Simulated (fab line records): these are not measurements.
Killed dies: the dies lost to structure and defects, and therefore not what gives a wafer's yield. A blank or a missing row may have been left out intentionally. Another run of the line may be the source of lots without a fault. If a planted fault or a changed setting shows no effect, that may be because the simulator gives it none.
What tool caused it? / flow n5_finfet / Sampling: 9 lots, 27 wafers, 5 of 1938 route steps

== WHAT EACH GAUGE READ, for each wafer ==
N5_BEOL_M4_INSPECT_59: inspects for defects (darkfield).
lot=L880; measured=day 9 23:52; on=defect_inspect-02; raw_defect_count=37 41 37
lot=L881; measured=day 11 01:38; on=defect_inspect-02; raw_defect_count=91 90 73
lot=L887; measured=day 13 04:01; on=defect_inspect-01; raw_defect_count=854 915 883
lot=L890; measured=day 13 09:53; on=defect_inspect-01; raw_defect_count=43 38 59
lot=L892; measured=day 13 20:18; on=defect_inspect-01; raw_defect_count=812 818 760
lot=L894; measured=day 14 01:38; on=defect_inspect-01; raw_defect_count=54 44 56
lot=L896; measured=day 14 10:25; on=defect_inspect-01; raw_defect_count=66 100 69
lot=L898; measured=day 14 21:41; on=defect_inspect-01; raw_defect_count=120 95 97
lot=L899; measured=day 16 01:29; on=defect_inspect-02; raw_defect_count=76 83 51

== WHAT TOOL EACH LOT RAN ON (gives the tool, then ch and the chambers of the sampled wafers, and finally the start) ==
lot=L880; N5_BEOL_M4_SPUTTER_94=pvd_sputter-03, day 9 22:21; N5_BEOL_M4_ANNEAL_51=rtp_anneal-02 ch 0, day 9 22:59; N5_BEOL_M4_CMP_52=cmp-04 ch 0,2,3, day 9 23:22; N5_BEOL_M4_PRE_CLEAN_60=cvd_co-02 ch 0,1,2, day 9 23:37
lot=L881; N5_BEOL_M4_SPUTTER_94=pvd_sputter-01, day 11 00:15; N5_BEOL_M4_ANNEAL_51=rtp_anneal-01 ch 0, day 11 00:40; N5_BEOL_M4_CMP_52=cmp-04 ch 0,1,2, day 11 00:58; N5_BEOL_M4_PRE_CLEAN_60=cvd_co-02 ch 0,1,2, day 11 01:23
lot=L887; N5_BEOL_M4_SPUTTER_94=pvd_sputter-02, day 13 02:42; N5_BEOL_M4_ANNEAL_51=rtp_anneal-02 ch 0, day 13 03:13; N5_BEOL_M4_CMP_52=cmp-01 ch 1,2,3, day 13 03:26; N5_BEOL_M4_PRE_CLEAN_60=cvd_co-02 ch 1,2, day 13 03:46
lot=L890; N5_BEOL_M4_SPUTTER_94=pvd_sputter-02, day 13 08:36; N5_BEOL_M4_ANNEAL_51=rtp_anneal-01 ch 0, day 13 09:01; N5_BEOL_M4_CMP_52=cmp-03 ch 1,3, day 13 09:21; N5_BEOL_M4_PRE_CLEAN_60=cvd_co-01 ch 1,2, day 13 09:38
lot=L892; N5_BEOL_M4_SPUTTER_94=pvd_sputter-03, day 13 19:00; N5_BEOL_M4_ANNEAL_51=rtp_anneal-02 ch 0, day 13 19:33; N5_BEOL_M4_CMP_52=cmp-01 ch 1,2,3, day 13 19:50; N5_BEOL_M4_PRE_CLEAN_60=cvd_co-02 ch 0,1,2, day 13 20:04
lot=L894; N5_BEOL_M4_SPUTTER_94=pvd_sputter-01, day 14 00:20; N5_BEOL_M4_ANNEAL_51=rtp_anneal-02 ch 0, day 14 00:51; N5_BEOL_M4_CMP_52=cmp-04 ch 0,1,2, day 14 01:05; N5_BEOL_M4_PRE_CLEAN_60=cvd_co-01 ch 0,1,2, day 14 01:23
lot=L896; N5_BEOL_M4_SPUTTER_94=pvd_sputter-01, day 14 09:06; N5_BEOL_M4_ANNEAL_51=rtp_anneal-02 ch 0, day 14 09:31; N5_BEOL_M4_CMP_52=cmp-03 ch 1,2,3, day 14 09:49; N5_BEOL_M4_PRE_CLEAN_60=cvd_co-01 ch 0,2, day 14 10:08
lot=L898; N5_BEOL_M4_SPUTTER_94=pvd_sputter-01, day 14 20:23; N5_BEOL_M4_ANNEAL_51=rtp_anneal-02 ch 0, day 14 20:49; N5_BEOL_M4_CMP_52=cmp-01 ch 0,1,2, day 14 21:08; N5_BEOL_M4_PRE_CLEAN_60=cvd_co-01 ch 1,2, day 14 21:26
lot=L899; N5_BEOL_M4_SPUTTER_94=pvd_sputter-03, day 16 00:08; N5_BEOL_M4_ANNEAL_51=rtp_anneal-01 ch 0, day 16 00:35; N5_BEOL_M4_CMP_52=cmp-03 ch 0,1,3, day 16 00:53; N5_BEOL_M4_PRE_CLEAN_60=cvd_co-01 ch 0,2, day 16 01:13
- N5_BEOL_M4_SPUTTER_94: material Cu, target thk 4.5 nm, time 8.29 s.
- N5_BEOL_M4_ANNEAL_51: time 90 s.
- N5_BEOL_M4_CMP_52: polishes, stops on SiOC, t overpolish 6.8 s, target thk 40 nm.
- N5_BEOL_M4_PRE_CLEAN_60: time 15 s.

== THE ANSWER, worked out from the rows above alone ==
Rule: usual is defined by the lots themselves. Put in order of their means at a reading, lots are off if they are a third of the lots or fewer, leave a main group of 4 or more, and stand apart from it by a gap of 3 or more times the standard deviation of the main group's means; of several such gaps the widest counts. A main group whose means are all the same, to the digits that the tables above print for the reading, isn't used. A lot without any number at a reading at which 4 lots or more have one is off too. Any other lot the step has rows for is counted as sound.
Off: L887, L892 (N5_BEOL_M4_INSPECT_59, raw_defect_count). Mean 68 and standard deviation 22 in the main group.
If a tool, at a process step before that reading, ran all the lots that are off and no sound lot after the first of them, it fits. Those tools and the gauges at N5_BEOL_M4_INSPECT_59 are tried in the same way. One fits: N5_BEOL_M4_PRE_CLEAN_60 on cvd_co-02. Its last sound lot is L881 (day 11 01:23), its first lot that is off L887 (day 13 03:46): a fault that began between those two fits.

== WHAT WAS PUT IN BY THE SIMULATOR ==
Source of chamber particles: cvd_co-02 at N5_BEOL_M4_PRE_CLEAN_60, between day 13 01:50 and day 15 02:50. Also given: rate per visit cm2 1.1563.
Struck lots among those shown: L887, L892. The rule above reached the same finding.
